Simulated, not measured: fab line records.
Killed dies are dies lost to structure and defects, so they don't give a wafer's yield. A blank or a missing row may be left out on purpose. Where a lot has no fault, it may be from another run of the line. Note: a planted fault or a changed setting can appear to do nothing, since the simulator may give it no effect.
Which tool was responsible? | flow n5_finfet | 11 lots with 29 wafers sampled at 5 steps, on a route of 1938 steps

== WHAT THE GAUGES SHOWED, per wafer ==
N5_BEOL_M4_RC_MEAS_101.
lot  | measured     | on        | DIBL_N (mV/V)
L513 | day 8 04:01  | prober-02 | 37.7 35.8 35.6
L520 | day 9 17:10  | prober-02 | 37.0 37.5 35.0
L521 | day 9 23:46  | prober-02 | 34.6 36.3
L519 | day 10 03:01 | prober-02 | 36.8 37.5
L522 | day 10 14:59 | prober-01 | 35.9 36.2 35.8
L524 | day 11 00:23 | prober-02 | 36.5 35.9
L527 | day 11 06:28 | prober-01 | 35.0 35.6 35.9
L528 | day 11 21:38 | prober-02 | 35.2 38.9 35.4
L534 | day 13 12:31 | prober-02 | 33.7 33.9 34.5
L535 | day 13 15:20 | prober-01 | 36.0 35.9 35.4
L536 | day 14 09:00 | prober-02 | 35.6 35.0

== EACH LOT AND THE TOOL THAT RAN IT (in order: tool; ch and the chambers of the sampled wafers; start) ==
lot  | N5_BEOL_M2_SPUTTER_81        | N5_BEOL_M2_SPUTTER_86        | N5_BEOL_M2_SPUTTER_88        | N5_BEOL_M2_ANNEAL_91
L513 | pvd_sputter-03, day 6 15:59  | pvd_sputter-03, day 6 16:12  | pvd_sputter-03, day 6 16:25  | pvd_sputter-03, day 6 16:43
L520 | pvd_sputter-02, day 8 19:47  | pvd_sputter-02, day 8 20:00  | pvd_sputter-02, day 8 20:13  | pvd_sputter-02, day 8 20:31
L521 | pvd_sputter-01, day 9 02:06  | pvd_sputter-01, day 9 02:19  | pvd_sputter-01, day 9 02:32  | pvd_sputter-01, day 9 02:50
L519 | pvd_sputter-02, day 9 02:16  | pvd_sputter-02, day 9 02:29  | pvd_sputter-02, day 9 02:42  | pvd_sputter-02, day 9 03:02
L522 | pvd_sputter-02, day 9 08:36  | pvd_sputter-02, day 9 08:49  | pvd_sputter-02, day 9 09:02  | pvd_sputter-02, day 9 09:20
L524 | pvd_sputter-01, day 9 13:04  | pvd_sputter-01, day 9 13:17  | pvd_sputter-01, day 9 13:30  | pvd_sputter-01, day 9 13:48
L527 | pvd_sputter-01, day 10 04:19 | pvd_sputter-01, day 10 04:32 | pvd_sputter-01, day 10 04:45 | pvd_sputter-01, day 10 05:03
L528 | pvd_sputter-02, day 10 11:13 | pvd_sputter-02, day 10 11:26 | pvd_sputter-02, day 10 11:39 | pvd_sputter-02, day 10 11:57
L534 | pvd_sputter-03, day 12 11:03 | pvd_sputter-03, day 12 14:26 | pvd_sputter-03, day 12 14:40 | pvd_sputter-03, day 12 14:58
L535 | pvd_sputter-03, day 12 16:19 | pvd_sputter-03, day 12 16:32 | pvd_sputter-03, day 12 16:46 | pvd_sputter-03, day 12 17:04
L536 | pvd_sputter-02, day 13 01:43 | pvd_sputter-02, day 13 01:56 | pvd_sputter-02, day 13 02:09 | pvd_sputter-02, day 13 02:27
- N5_BEOL_M2_SPUTTER_81: material Cu, target thk 4.5 nm, time 8.29 s.
- N5_BEOL_M2_SPUTTER_86: material Cu, target thk 4.5 nm, time 8.29 s.
- N5_BEOL_M2_SPUTTER_88: material Cu, target thk 4.5 nm, time 8.29 s.
- N5_BEOL_M2_ANNEAL_91: time 240 s.

== THE ANSWER, worked out from the rows above alone ==
Rule: the lots themselves supply what counts as usual. The widest of any qualifying gaps counts: lots, ordered by their means at a reading, are off when they make up no more than a third of the lots, leave a main group of 4 or more, and stand apart from it by 3 or more times the standard deviation of that group's means. Not used: any main group whose means are identical at the precision the tables above print for the reading. Also off: a lot with no number at a reading for which 4 or more lots have one. All remaining lots with rows at the step are treated as sound.
None of the lots is off at any reading shown; this tells nothing.

== WHAT THE SIMULATOR PUT IN ==
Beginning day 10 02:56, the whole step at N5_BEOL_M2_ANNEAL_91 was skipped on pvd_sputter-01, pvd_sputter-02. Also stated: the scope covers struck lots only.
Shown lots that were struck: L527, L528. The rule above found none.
